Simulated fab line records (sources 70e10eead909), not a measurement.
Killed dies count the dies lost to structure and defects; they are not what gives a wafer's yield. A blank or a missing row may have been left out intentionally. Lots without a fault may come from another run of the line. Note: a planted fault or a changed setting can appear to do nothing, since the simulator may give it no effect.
Chamber matching ; flow nandHarc ; cmp-03 running NHARC_A_STAIRCASE_CMP_450: 4 sister chambers
The step polishes SiO2, target thk 200 nm. 8 wafers are shown with their chamber, then 9 later ones without.

## WAFERS WITH THEIR CHAMBER
wafer;chamber;motorCurrentA (A)
L075.4;1;12.2
L087.1;3;12.5
L085.1;0;11.7
L085.4;3;12.7
L085.6;2;11.4
L092.1;1;11.8
L092.2;0;11.3
L092.6;2;11.5

## WAFERS WHOSE CHAMBER IS MISSING
wafer;motorCurrentA (A)
L089.1;10.8
L089.3;10.9
L089.6;12.6
L096.1;12.5
L096.2;11.9
L096.6;12.0
L093.1;12.0
L093.3;11.6
L093.6;11.7

## WHICH CHAMBER EACH WENT THROUGH
wafer;from the rows above;in truth
L089.1;can't be placed: 2 or 0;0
L089.3;can't be placed: 2 or 0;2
L089.6;3;3
L096.1;can't be placed: 3 or 1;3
L096.2;can't be placed: 1 or 0 or 2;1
L096.6;1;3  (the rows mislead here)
L093.1;1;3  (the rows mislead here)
L093.3;can't be placed: 0 or 2 or 1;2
L093.6;can't be placed: 0 or 2 or 1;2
1 of 9 placed correctly. These rows do not allow placing 6 (true chamber among the candidates in 6). Wrongly placed: 2.
How it was worked out, from the rows above alone: a wafer's distance from a chamber is the root of the sum, over the readings, of the square of ((its reading less the chamber's mean) divided by the reading's scatter). If the next closest chamber is less than 2 further off than the closest, the wafer can't be placed; otherwise it belongs to the closest. For every chamber, the mean is computed from those of its wafers that are shown. How the scatter is found: for the shown wafers, subtract from each reading the mean of its chamber, square and add these, divide the total by (wafers less chambers), then take the root.
